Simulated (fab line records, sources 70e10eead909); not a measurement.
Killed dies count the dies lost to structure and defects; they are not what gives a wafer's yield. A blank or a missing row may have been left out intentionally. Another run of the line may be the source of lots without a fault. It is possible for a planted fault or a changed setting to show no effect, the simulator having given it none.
Matching of chambers + flow nand-harc + NHARC_A_STAIRCASE_DEP_322 on pecvd-01: 3 sister chambers
The step deposits SiO2, target thk 3800 nm. 6 wafers are shown with their chamber, then 7 later ones without.

== WAFERS, EACH WITH ITS CHAMBER ==
| wafer  | chamber | heater-power-w (W) |
|--------|---------|--------------------|
| L081.6 | 0       | 697                |
| L082.6 | 0       | 694                |
| L089.1 | 1       | 790                |
| L089.5 | 2       | 549                |
| L090.1 | 1       | 730                |
| L090.3 | 2       | 681                |

== WAFERS WHOSE CHAMBER IS MISSING ==
| wafer  | heater-power-w (W) |
|--------|--------------------|
| L090.6 | 650                |
| L092.1 | 825                |
| L092.2 | 585                |
| L092.4 | 539                |
| L091.1 | 841                |
| L091.5 | 534                |
| L091.6 | 715                |

== WHICH CHAMBER EACH WENT THROUGH ==
| wafer  | from the rows above          | in truth |
|--------|------------------------------|----------|
| L090.6 | can't be placed: 2 or 0 or 1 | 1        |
| L092.1 | can't be placed: 1 or 0      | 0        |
| L092.2 | can't be placed: 2 or 0      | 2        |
| L092.4 | can't be placed: 2 or 0      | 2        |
| L091.1 | can't be placed: 1 or 0      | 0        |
| L091.5 | can't be placed: 2 or 0      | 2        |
| L091.6 | can't be placed: 0 or 1 or 2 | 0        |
0 of 7 placed correctly. Unplaceable from these rows: 7, with the true chamber sitting among the candidates in 7. Number placed wrongly: 0.
How it was worked out, from the rows above alone: a wafer's distance from a chamber is the root of the sum, over the readings, of the square of ((its reading less the chamber's mean) divided by the reading's scatter). The wafer belongs to the nearest chamber; if the next one is less than 2 further off, it can't be placed. The mean given for a chamber averages the wafers shown for that chamber. How the scatter is found: for the shown wafers, subtract from each reading the mean of its chamber, square and add these, divide the total by (wafers less chambers), then take the root.
